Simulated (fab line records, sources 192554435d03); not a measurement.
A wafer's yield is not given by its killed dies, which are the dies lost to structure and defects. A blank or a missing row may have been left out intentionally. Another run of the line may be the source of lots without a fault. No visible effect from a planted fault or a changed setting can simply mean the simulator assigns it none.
Which tool did it? || flow n5 finfet || Sampling: 24 lots, 72 wafers, 4 of 1938 route steps

## WHAT EACH GAUGE READ, for each wafer
N5_BEOL_M11_INSPECT_13: inspects for defects (brightfield). Usual: raw defect count 398, standard deviation 73.
{"lot": "L075", "measured": "day 11 03:50", "on": "defect inspect-02", "raw defect count": "459 556 357", "flag": ""}
{"lot": "L074", "measured": "day 11 04:08", "on": "defect inspect-02", "raw defect count": "372 331 471", "flag": ""}
{"lot": "L078", "measured": "day 11 22:07", "on": "defect inspect-01", "raw defect count": "477 490 545", "flag": ""}
{"lot": "L076", "measured": "day 12 01:11", "on": "defect inspect-01", "raw defect count": "340 282 358", "flag": ""}
{"lot": "L079", "measured": "day 12 03:33", "on": "defect inspect-01", "raw defect count": "332 304 392", "flag": ""}
{"lot": "L081", "measured": "day 12 06:24", "on": "defect inspect-01", "raw defect count": "430 455 390", "flag": ""}
{"lot": "L080", "measured": "day 12 09:26", "on": "defect inspect-02", "raw defect count": "389 362 289", "flag": ""}
{"lot": "L077", "measured": "day 12 06:40", "on": "defect inspect-02", "raw defect count": "255 308 413", "flag": ""}
{"lot": "L082", "measured": "day 13 02:47", "on": "defect inspect-01", "raw defect count": "427 466 375", "flag": ""}
{"lot": "L083", "measured": "day 13 03:07", "on": "defect inspect-02", "raw defect count": "316 451 525", "flag": ""}
{"lot": "L085", "measured": "day 13 04:38", "on": "defect inspect-01", "raw defect count": "589 460 487", "flag": ""}
{"lot": "L084", "measured": "day 13 10:04", "on": "defect inspect-02", "raw defect count": "443 385 413", "flag": ""}
{"lot": "L087", "measured": "day 13 21:13", "on": "defect inspect-02", "raw defect count": "466 320 355", "flag": ""}
{"lot": "L086", "measured": "day 14 01:40", "on": "defect inspect-02", "raw defect count": "342 418 500", "flag": ""}
{"lot": "L088", "measured": "day 14 12:04", "on": "defect inspect-01", "raw defect count": "299 357 320", "flag": ""}
{"lot": "L090", "measured": "day 14 19:11", "on": "defect inspect-01", "raw defect count": "394 305 448", "flag": ""}
{"lot": "L093", "measured": "day 15 02:47", "on": "defect inspect-01", "raw defect count": "334 389 368", "flag": ""}
{"lot": "L089", "measured": "day 15 09:05", "on": "defect inspect-02", "raw defect count": "388 358 420", "flag": ""}
{"lot": "L092", "measured": "day 15 08:52", "on": "defect inspect-01", "raw defect count": "308 444 450", "flag": ""}
{"lot": "L091", "measured": "day 15 09:25", "on": "defect inspect-01", "raw defect count": "375 470 364", "flag": ""}
{"lot": "L094", "measured": "day 15 09:15", "on": "defect inspect-02", "raw defect count": "441 366 289", "flag": ""}
{"lot": "L096", "measured": "day 16 08:08", "on": "defect inspect-02", "raw defect count": "647 503 429", "flag": ""}
{"lot": "L095", "measured": "day 16 07:19", "on": "defect inspect-01", "raw defect count": "415 432 382", "flag": ""}
{"lot": "L097", "measured": "day 16 18:06", "on": "defect inspect-01", "raw defect count": "474 570 366", "flag": ""}

## WHAT TOOL EACH LOT RAN ON (gives the tool, then ch and the chambers of the sampled wafers, and finally the start)
{"lot": "L075", "N5_BEOL_M9_STRIP_80": "rie diel-03 ch 2,3, day 10 14:35 or earlier", "N5_BEOL_M9_ANNEAL_51": "rtp anneal-01 ch 0, day 10 14:35", "N5_BEOL_M11_PECVD_70": "pecvd-02 ch 0,1,2, day 11 01:39"}
{"lot": "L074", "N5_BEOL_M9_STRIP_80": "rie diel-01 ch 1,3, day 10 15:25 or earlier", "N5_BEOL_M9_ANNEAL_51": "rtp anneal-02 ch 0, day 10 15:25", "N5_BEOL_M11_PECVD_70": "pecvd-01 ch 0,1,2, day 11 02:32"}
{"lot": "L078", "N5_BEOL_M9_STRIP_80": "rie diel-04 ch 0,1,2, day 11 08:58 or earlier", "N5_BEOL_M9_ANNEAL_51": "rtp anneal-01 ch 0, day 11 08:58", "N5_BEOL_M11_PECVD_70": "pecvd-04 ch 0,2, day 11 20:07"}
{"lot": "L076", "N5_BEOL_M9_STRIP_80": "rie diel-03 ch 0,1,2, day 11 13:24 or earlier", "N5_BEOL_M9_ANNEAL_51": "rtp anneal-01 ch 0, day 11 13:24", "N5_BEOL_M11_PECVD_70": "pecvd-01 ch 0,2, day 11 23:17"}
{"lot": "L079", "N5_BEOL_M9_STRIP_80": "rie diel-01 ch 0,1,3, day 11 17:01 or earlier", "N5_BEOL_M9_ANNEAL_51": "rtp anneal-01 ch 0, day 11 17:01", "N5_BEOL_M11_PECVD_70": "pecvd-04 ch 0,1, day 12 01:53"}
{"lot": "L081", "N5_BEOL_M9_STRIP_80": "rie diel-04 ch 0,2,3, day 11 20:19 or earlier", "N5_BEOL_M9_ANNEAL_51": "rtp anneal-01 ch 0, day 11 20:19", "N5_BEOL_M11_PECVD_70": "pecvd-01 ch 0,2, day 12 04:43"}
{"lot": "L080", "N5_BEOL_M9_STRIP_80": "rie diel-01 ch 1,2,3, day 11 22:08 or earlier", "N5_BEOL_M9_ANNEAL_51": "rtp anneal-02 ch 0, day 11 22:08", "N5_BEOL_M11_PECVD_70": "pecvd-01 ch 0,2, day 12 08:13"}
{"lot": "L077", "N5_BEOL_M9_STRIP_80": "rie diel-03 ch 1,2,3, day 11 22:07 or earlier", "N5_BEOL_M9_ANNEAL_51": "rtp anneal-01 ch 0, day 11 22:07", "N5_BEOL_M11_PECVD_70": "pecvd-01 ch 1,2, day 12 05:44"}
{"lot": "L082", "N5_BEOL_M9_STRIP_80": "rie diel-01 ch 0,1,3, day 12 13:32 or earlier", "N5_BEOL_M9_ANNEAL_51": "rtp anneal-02 ch 0, day 12 13:32", "N5_BEOL_M11_PECVD_70": "pecvd-04 ch 0,1,2, day 13 00:13"}
{"lot": "L083", "N5_BEOL_M9_STRIP_80": "rie diel-03 ch 0,3, day 12 16:02 or earlier", "N5_BEOL_M9_ANNEAL_51": "rtp anneal-01 ch 0, day 12 16:02", "N5_BEOL_M11_PECVD_70": "pecvd-04 ch 0,1,2, day 13 01:25"}
{"lot": "L085", "N5_BEOL_M9_STRIP_80": "rie diel-04 ch 1,2, day 12 17:54 or earlier", "N5_BEOL_M9_ANNEAL_51": "rtp anneal-01 ch 0, day 12 17:54", "N5_BEOL_M11_PECVD_70": "pecvd-01 ch 0,1,2, day 13 03:17"}
{"lot": "L084", "N5_BEOL_M9_STRIP_80": "rie diel-01 ch 0,1,2, day 12 22:33 or earlier", "N5_BEOL_M9_ANNEAL_51": "rtp anneal-01 ch 0, day 12 22:33", "N5_BEOL_M11_PECVD_70": "pecvd-01 ch 0,1, day 13 08:16"}
{"lot": "L087", "N5_BEOL_M9_STRIP_80": "rie diel-04 ch 1,2, day 13 11:22 or earlier", "N5_BEOL_M9_ANNEAL_51": "rtp anneal-02 ch 0, day 13 11:22", "N5_BEOL_M11_PECVD_70": "pecvd-01 ch 0,2, day 13 19:32"}
{"lot": "L086", "N5_BEOL_M9_STRIP_80": "rie diel-03 ch 1,2, day 13 15:01 or earlier", "N5_BEOL_M9_ANNEAL_51": "rtp anneal-01 ch 0, day 13 15:01", "N5_BEOL_M11_PECVD_70": "pecvd-04 ch 0,1,2, day 13 23:47"}
{"lot": "L088", "N5_BEOL_M9_STRIP_80": "rie diel-01 ch 1,2,3, day 13 22:40 or earlier", "N5_BEOL_M9_ANNEAL_51": "rtp anneal-01 ch 0, day 13 22:40", "N5_BEOL_M11_PECVD_70": "pecvd-02 ch 0,1,2, day 14 11:14"}
{"lot": "L090", "N5_BEOL_M9_STRIP_80": "rie diel-04 ch 0,1,3, day 14 08:13 or earlier", "N5_BEOL_M9_ANNEAL_51": "rtp anneal-02 ch 0, day 14 08:13", "N5_BEOL_M11_PECVD_70": "pecvd-04 ch 1,2, day 14 17:32"}
{"lot": "L093", "N5_BEOL_M9_STRIP_80": "rie diel-04 ch 0,1,2, day 14 16:57 or earlier", "N5_BEOL_M9_ANNEAL_51": "rtp anneal-01 ch 0, day 14 16:57", "N5_BEOL_M11_PECVD_70": "pecvd-01 ch 0,1, day 15 00:59"}
{"lot": "L089", "N5_BEOL_M9_STRIP_80": "rie diel-04 ch 0,3, day 14 19:13 or earlier", "N5_BEOL_M9_ANNEAL_51": "rtp anneal-01 ch 0, day 14 19:13", "N5_BEOL_M11_PECVD_70": "pecvd-04 ch 0,1,2, day 15 04:37"}
{"lot": "L092", "N5_BEOL_M9_STRIP_80": "rie diel-01 ch 0,1,3, day 14 19:09 or earlier", "N5_BEOL_M9_ANNEAL_51": "rtp anneal-02 ch 0, day 14 19:09", "N5_BEOL_M11_PECVD_70": "pecvd-01 ch 0,1, day 15 04:07"}
{"lot": "L091", "N5_BEOL_M9_STRIP_80": "rie diel-01 ch 0,2,3, day 14 19:58 or earlier", "N5_BEOL_M9_ANNEAL_51": "rtp anneal-02 ch 0, day 14 19:58", "N5_BEOL_M11_PECVD_70": "pecvd-02 ch 0,1, day 15 06:16"}
{"lot": "L094", "N5_BEOL_M9_STRIP_80": "rie diel-04 ch 0,2, day 14 19:42 or earlier", "N5_BEOL_M9_ANNEAL_51": "rtp anneal-02 ch 0, day 14 19:42", "N5_BEOL_M11_PECVD_70": "pecvd-04 ch 1,2, day 15 05:02"}
{"lot": "L096", "N5_BEOL_M9_STRIP_80": "rie diel-01 ch 2,3, day 15 17:52 or earlier", "N5_BEOL_M9_ANNEAL_51": "rtp anneal-02 ch 0, day 15 17:52", "N5_BEOL_M11_PECVD_70": "pecvd-04 ch 0,1,2, day 16 06:46"}
{"lot": "L095", "N5_BEOL_M9_STRIP_80": "rie diel-03 ch 0,2, day 15 18:14 or earlier", "N5_BEOL_M9_ANNEAL_51": "rtp anneal-01 ch 0, day 15 18:14", "N5_BEOL_M11_PECVD_70": "pecvd-01 ch 0,1, day 16 04:48"}
{"lot": "L097", "N5_BEOL_M9_STRIP_80": "rie diel-04 ch 1,2,3, day 16 03:23 or earlier", "N5_BEOL_M9_ANNEAL_51": "rtp anneal-01 ch 0, day 16 03:23", "N5_BEOL_M11_PECVD_70": "pecvd-02 ch 0,1,2, day 16 15:51"}
- N5_BEOL_M9_STRIP_80: strips in N2/H2, time 10 s.
- N5_BEOL_M9_ANNEAL_51: time 90 s.
- N5_BEOL_M11_PECVD_70: deposits SiO2 from TEOS/O2, target thk 20 nm, time 22.7 s.

## AS READ BY THE TOOLS THEMSELVES (means over the sampled wafers that have a number; for cases with no such wafer, the mark the record gives instead)
N5_BEOL_M9_STRIP_80. Usual: drypump motor current A 5.7 A, standard deviation 0.33; oes product au 0.77 a.u., standard deviation 0.071; rf vpp V 59.1 V, standard deviation 0.81; showerhead plenum p Torr 2.53 Torr, standard deviation 0.091; throttle valve pct 23.6 %, standard deviation 0.34.
{"lot": "L075", "tool": "rie diel-03", "drypump motor current A (A)": 5.8, "oes product au (a.u.)": 0.72, "rf vpp V (V)": 58.8, "showerhead plenum p Torr (Torr)": 2.56, "throttle valve pct (%)": 23.8, "flag": ""}
{"lot": "L074", "tool": "rie diel-01", "drypump motor current A (A)": 5.8, "oes product au (a.u.)": 0.74, "rf vpp V (V)": 58.9, "showerhead plenum p Torr (Torr)": 2.43, "throttle valve pct (%)": 24.1, "flag": ""}
{"lot": "L078", "tool": "rie diel-04", "drypump motor current A (A)": 5.8, "oes product au (a.u.)": 0.78, "rf vpp V (V)": 59.8, "showerhead plenum p Torr (Torr)": 2.46, "throttle valve pct (%)": 23.5, "flag": ""}
{"lot": "L076", "tool": "rie diel-03", "drypump motor current A (A)": 5.6, "oes product au (a.u.)": 0.79, "rf vpp V (V)": 59.3, "showerhead plenum p Torr (Torr)": 2.61, "throttle valve pct (%)": 23.7, "flag": ""}
{"lot": "L079", "tool": "rie diel-01", "drypump motor current A (A)": 5.8, "oes product au (a.u.)": 0.76, "rf vpp V (V)": 58.3, "showerhead plenum p Torr (Torr)": 2.48, "throttle valve pct (%)": 23.8, "flag": ""}
{"lot": "L081", "tool": "rie diel-04", "drypump motor current A (A)": 5.6, "oes product au (a.u.)": 0.74, "rf vpp V (V)": 59.2, "showerhead plenum p Torr (Torr)": 2.49, "throttle valve pct (%)": 23.4, "flag": ""}
{"lot": "L080", "tool": "rie diel-01", "drypump motor current A (A)": 6.0, "oes product au (a.u.)": 0.73, "rf vpp V (V)": 59.1, "showerhead plenum p Torr (Torr)": 2.49, "throttle valve pct (%)": 23.9, "flag": ""}
{"lot": "L077", "tool": "rie diel-03", "drypump motor current A (A)": 5.7, "oes product au (a.u.)": 0.73, "rf vpp V (V)": 58.6, "showerhead plenum p Torr (Torr)": 2.55, "throttle valve pct (%)": 23.6, "flag": ""}
{"lot": "L082", "tool": "rie diel-01", "drypump motor current A (A)": 5.8, "oes product au (a.u.)": 0.76, "rf vpp V (V)": 59.0, "showerhead plenum p Torr (Torr)": 2.48, "throttle valve pct (%)": 23.8, "flag": ""}
{"lot": "L083", "tool": "rie diel-03", "drypump motor current A (A)": 5.9, "oes product au (a.u.)": 0.73, "rf vpp V (V)": 59.3, "showerhead plenum p Torr (Torr)": 2.57, "throttle valve pct (%)": 23.9, "flag": ""}
{"lot": "L085", "tool": "rie diel-04", "drypump motor current A (A)": 5.9, "oes product au (a.u.)": 0.73, "rf vpp V (V)": 58.9, "showerhead plenum p Torr (Torr)": 2.42, "throttle valve pct (%)": 23.6, "flag": ""}
{"lot": "L084", "tool": "rie diel-01", "drypump motor current A (A)": 6.0, "oes product au (a.u.)": 0.74, "rf vpp V (V)": 57.9, "showerhead plenum p Torr (Torr)": 2.54, "throttle valve pct (%)": 23.8, "flag": ""}
{"lot": "L087", "tool": "rie diel-04", "drypump motor current A (A)": 5.9, "oes product au (a.u.)": 0.73, "rf vpp V (V)": 58.9, "showerhead plenum p Torr (Torr)": 2.42, "throttle valve pct (%)": 23.7, "flag": ""}
{"lot": "L086", "tool": "rie diel-03", "drypump motor current A (A)": 5.5, "oes product au (a.u.)": 0.76, "rf vpp V (V)": 59.7, "showerhead plenum p Torr (Torr)": 2.56, "throttle valve pct (%)": 23.4, "flag": ""}
{"lot": "L088", "tool": "rie diel-01", "drypump motor current A (A)": 6.0, "oes product au (a.u.)": 0.71, "rf vpp V (V)": 59.1, "showerhead plenum p Torr (Torr)": 2.48, "throttle valve pct (%)": 23.9, "flag": ""}
{"lot": "L090", "tool": "rie diel-04", "drypump motor current A (A)": 5.5, "oes product au (a.u.)": 0.78, "rf vpp V (V)": 59.3, "showerhead plenum p Torr (Torr)": 2.50, "throttle valve pct (%)": 23.3, "flag": ""}
{"lot": "L093", "tool": "rie diel-04", "drypump motor current A (A)": 5.8, "oes product au (a.u.)": 0.86, "rf vpp V (V)": 58.8, "showerhead plenum p Torr (Torr)": 2.56, "throttle valve pct (%)": 23.4, "flag": ""}
{"lot": "L089", "tool": "rie diel-04", "drypump motor current A (A)": 5.3, "oes product au (a.u.)": 0.75, "rf vpp V (V)": 58.6, "showerhead plenum p Torr (Torr)": 2.53, "throttle valve pct (%)": 23.3, "flag": ""}
{"lot": "L092", "tool": "rie diel-01", "drypump motor current A (A)": 5.8, "oes product au (a.u.)": 0.73, "rf vpp V (V)": 59.4, "showerhead plenum p Torr (Torr)": 2.47, "throttle valve pct (%)": 23.9, "flag": ""}
{"lot": "L091", "tool": "rie diel-01", "drypump motor current A (A)": 5.9, "oes product au (a.u.)": 0.74, "rf vpp V (V)": 59.3, "showerhead plenum p Torr (Torr)": 2.53, "throttle valve pct (%)": 23.7, "flag": ""}
{"lot": "L094", "tool": "rie diel-04", "drypump motor current A (A)": 6.0, "oes product au (a.u.)": 0.91, "rf vpp V (V)": 58.9, "showerhead plenum p Torr (Torr)": 2.66, "throttle valve pct (%)": 23.5, "flag": ""}
{"lot": "L096", "tool": "rie diel-01", "drypump motor current A (A)": 5.9, "oes product au (a.u.)": 0.72, "rf vpp V (V)": 59.4, "showerhead plenum p Torr (Torr)": 2.47, "throttle valve pct (%)": 23.8, "flag": ""}
{"lot": "L095", "tool": "rie diel-03", "drypump motor current A (A)": 5.7, "oes product au (a.u.)": 0.77, "rf vpp V (V)": 59.4, "showerhead plenum p Torr (Torr)": 2.64, "throttle valve pct (%)": 23.9, "flag": ""}
{"lot": "L097", "tool": "rie diel-04", "drypump motor current A (A)": 5.6, "oes product au (a.u.)": 0.83, "rf vpp V (V)": 59.1, "showerhead plenum p Torr (Torr)": 2.56, "throttle valve pct (%)": 23.4, "flag": ""}

N5_BEOL_M9_ANNEAL_51. Usual: wafer_temp_C_max 226.2, standard deviation 0.35.
{"lot": "L075", "tool": "rtp anneal-01", "wafer_temp_C_max": 226.4, "flag": ""}
{"lot": "L074", "tool": "rtp anneal-02", "wafer_temp_C_max": 226.0, "flag": ""}
{"lot": "L078", "tool": "rtp anneal-01", "wafer_temp_C_max": 226.7, "flag": ""}
{"lot": "L076", "tool": "rtp anneal-01", "wafer_temp_C_max": 226.3, "flag": ""}
{"lot": "L079", "tool": "rtp anneal-01", "wafer_temp_C_max": 226.4, "flag": ""}
{"lot": "L081", "tool": "rtp anneal-01", "wafer_temp_C_max": 226.4, "flag": ""}
{"lot": "L080", "tool": "rtp anneal-02", "wafer_temp_C_max": 226.1, "flag": ""}
{"lot": "L077", "tool": "rtp anneal-01", "wafer_temp_C_max": 226.4, "flag": ""}
{"lot": "L082", "tool": "rtp anneal-02", "wafer_temp_C_max": 225.9, "flag": ""}
{"lot": "L083", "tool": "rtp anneal-01", "wafer_temp_C_max": 226.8, "flag": ""}
{"lot": "L085", "tool": "rtp anneal-01", "wafer_temp_C_max": 225.9, "flag": ""}
{"lot": "L084", "tool": "rtp anneal-01", "wafer_temp_C_max": 226.6, "flag": ""}
{"lot": "L087", "tool": "rtp anneal-02", "wafer_temp_C_max": 226.2, "flag": ""}
{"lot": "L086", "tool": "rtp anneal-01", "wafer_temp_C_max": 226.3, "flag": ""}
{"lot": "L088", "tool": "rtp anneal-01", "wafer_temp_C_max": 226.5, "flag": ""}
{"lot": "L090", "tool": "rtp anneal-02", "wafer_temp_C_max": 226.3, "flag": ""}
{"lot": "L093", "tool": "rtp anneal-01", "wafer_temp_C_max": 226.6, "flag": ""}
{"lot": "L089", "tool": "rtp anneal-01", "wafer_temp_C_max": 226.2, "flag": ""}
{"lot": "L092", "tool": "rtp anneal-02", "wafer_temp_C_max": 225.9, "flag": ""}
{"lot": "L091", "tool": "rtp anneal-02", "wafer_temp_C_max": 226.0, "flag": ""}
{"lot": "L094", "tool": "rtp anneal-02", "wafer_temp_C_max": 225.7, "flag": ""}
{"lot": "L096", "tool": "rtp anneal-02", "wafer_temp_C_max": 226.3, "flag": ""}
{"lot": "L095", "tool": "rtp anneal-01", "wafer_temp_C_max": 226.2, "flag": ""}
{"lot": "L097", "tool": "rtp anneal-01", "wafer_temp_C_max": 226.4, "flag": ""}

N5_BEOL_M11_PECVD_70. Usual: heater power w 643 W, standard deviation 73; rf fwd power W 444.5 W, standard deviation 1.9; showerhead plenum p Torr 8.78 Torr, standard deviation 0.057; throttle valve pct 22.1 %, standard deviation 1.7.
{"lot": "L075", "tool": "pecvd-02", "heater power w (W)": 680, "rf fwd power W (W)": 445.0, "showerhead plenum p Torr (Torr)": 8.74, "throttle valve pct (%)": 22.0, "flag": ""}
{"lot": "L074", "tool": "pecvd-01", "heater power w (W)": 573, "rf fwd power W (W)": 445.7, "showerhead plenum p Torr (Torr)": 8.79, "throttle valve pct (%)": 20.9, "flag": ""}
{"lot": "L078", "tool": "pecvd-04", "heater power w (W)": 652, "rf fwd power W (W)": 442.9, "showerhead plenum p Torr (Torr)": 8.75, "throttle valve pct (%)": 21.8, "flag": ""}
{"lot": "L076", "tool": "pecvd-01", "heater power w (W)": 599, "rf fwd power W (W)": 444.1, "showerhead plenum p Torr (Torr)": 8.82, "throttle valve pct (%)": 21.3, "flag": ""}
{"lot": "L079", "tool": "pecvd-04", "heater power w (W)": 713, "rf fwd power W (W)": 445.3, "showerhead plenum p Torr (Torr)": 8.79, "throttle valve pct (%)": 24.9, "flag": ""}
{"lot": "L081", "tool": "pecvd-01", "heater power w (W)": 545, "rf fwd power W (W)": 445.2, "showerhead plenum p Torr (Torr)": 8.86, "throttle valve pct (%)": 20.5, "flag": ""}
{"lot": "L080", "tool": "pecvd-01", "heater power w (W)": 633, "rf fwd power W (W)": 444.5, "showerhead plenum p Torr (Torr)": 8.84, "throttle valve pct (%)": 21.3, "flag": ""}
{"lot": "L077", "tool": "pecvd-01", "heater power w (W)": 570, "rf fwd power W (W)": 445.8, "showerhead plenum p Torr (Torr)": 8.85, "throttle valve pct (%)": 20.3, "flag": ""}
{"lot": "L082", "tool": "pecvd-04", "heater power w (W)": 692, "rf fwd power W (W)": 444.1, "showerhead plenum p Torr (Torr)": 8.77, "throttle valve pct (%)": 23.3, "flag": ""}
{"lot": "L083", "tool": "pecvd-04", "heater power w (W)": 671, "rf fwd power W (W)": 444.2, "showerhead plenum p Torr (Torr)": 8.76, "throttle valve pct (%)": 23.3, "flag": ""}
{"lot": "L085", "tool": "pecvd-01", "heater power w (W)": 548, "rf fwd power W (W)": 445.5, "showerhead plenum p Torr (Torr)": 8.80, "throttle valve pct (%)": 21.0, "flag": ""}
{"lot": "L084", "tool": "pecvd-01", "heater power w (W)": 586, "rf fwd power W (W)": 443.5, "showerhead plenum p Torr (Torr)": 8.78, "throttle valve pct (%)": 21.6, "flag": ""}
{"lot": "L087", "tool": "pecvd-01", "heater power w (W)": 671, "rf fwd power W (W)": 443.6, "showerhead plenum p Torr (Torr)": 8.83, "throttle valve pct (%)": 21.3, "flag": ""}
{"lot": "L086", "tool": "pecvd-04", "heater power w (W)": 666, "rf fwd power W (W)": 443.7, "showerhead plenum p Torr (Torr)": 8.78, "throttle valve pct (%)": 23.5, "flag": ""}
{"lot": "L088", "tool": "pecvd-02", "heater power w (W)": 688, "rf fwd power W (W)": 444.9, "showerhead plenum p Torr (Torr)": 8.75, "throttle valve pct (%)": 22.0, "flag": ""}
{"lot": "L090", "tool": "pecvd-04", "heater power w (W)": 735, "rf fwd power W (W)": 443.1, "showerhead plenum p Torr (Torr)": 8.74, "throttle valve pct (%)": 22.5, "flag": ""}
{"lot": "L093", "tool": "pecvd-01", "heater power w (W)": 636, "rf fwd power W (W)": 446.6, "showerhead plenum p Torr (Torr)": 8.75, "throttle valve pct (%)": 21.4, "flag": ""}
{"lot": "L089", "tool": "pecvd-04", "heater power w (W)": 639, "rf fwd power W (W)": 442.5, "showerhead plenum p Torr (Torr)": 8.77, "throttle valve pct (%)": 23.4, "flag": ""}
{"lot": "L092", "tool": "pecvd-01", "heater power w (W)": 636, "rf fwd power W (W)": 443.8, "showerhead plenum p Torr (Torr)": 8.77, "throttle valve pct (%)": 21.6, "flag": ""}
{"lot": "L091", "tool": "pecvd-02", "heater power w (W)": 676, "rf fwd power W (W)": 446.7, "showerhead plenum p Torr (Torr)": 8.76, "throttle valve pct (%)": 22.1, "flag": ""}
{"lot": "L094", "tool": "pecvd-04", "heater power w (W)": 673, "rf fwd power W (W)": 443.7, "showerhead plenum p Torr (Torr)": 8.74, "throttle valve pct (%)": 22.5, "flag": ""}
{"lot": "L096", "tool": "pecvd-04", "heater power w (W)": 659, "rf fwd power W (W)": 444.6, "showerhead plenum p Torr (Torr)": 8.77, "throttle valve pct (%)": 23.3, "flag": ""}
{"lot": "L095", "tool": "pecvd-01", "heater power w (W)": 645, "rf fwd power W (W)": 442.6, "showerhead plenum p Torr (Torr)": 8.78, "throttle valve pct (%)": 21.7, "flag": ""}
{"lot": "L097", "tool": "pecvd-02", "heater power w (W)": 668, "rf fwd power W (W)": 444.7, "showerhead plenum p Torr (Torr)": 8.74, "throttle valve pct (%)": 22.0, "flag": ""}

## THE ANSWER, worked out from the rows above alone
Rule: a lot is off if the mean of its wafers that have a number lies more than 3 standard deviations from the usual mean. Also off: a lot with no number at a reading for which 4 or more lots have one. Any other lot the step has rows for is counted as sound. After the gauges, taken in route order, come the tools' own readings; for these a lot's mean is taken, as printed above. The first step at which some lot is off is used, and at that step the reading that is off furthest; a lot without a number counts as furthest.
No lot is off at any reading shown: from this, nothing can be told.

## WHAT HAD BEEN PUT IN BY THE SIMULATOR
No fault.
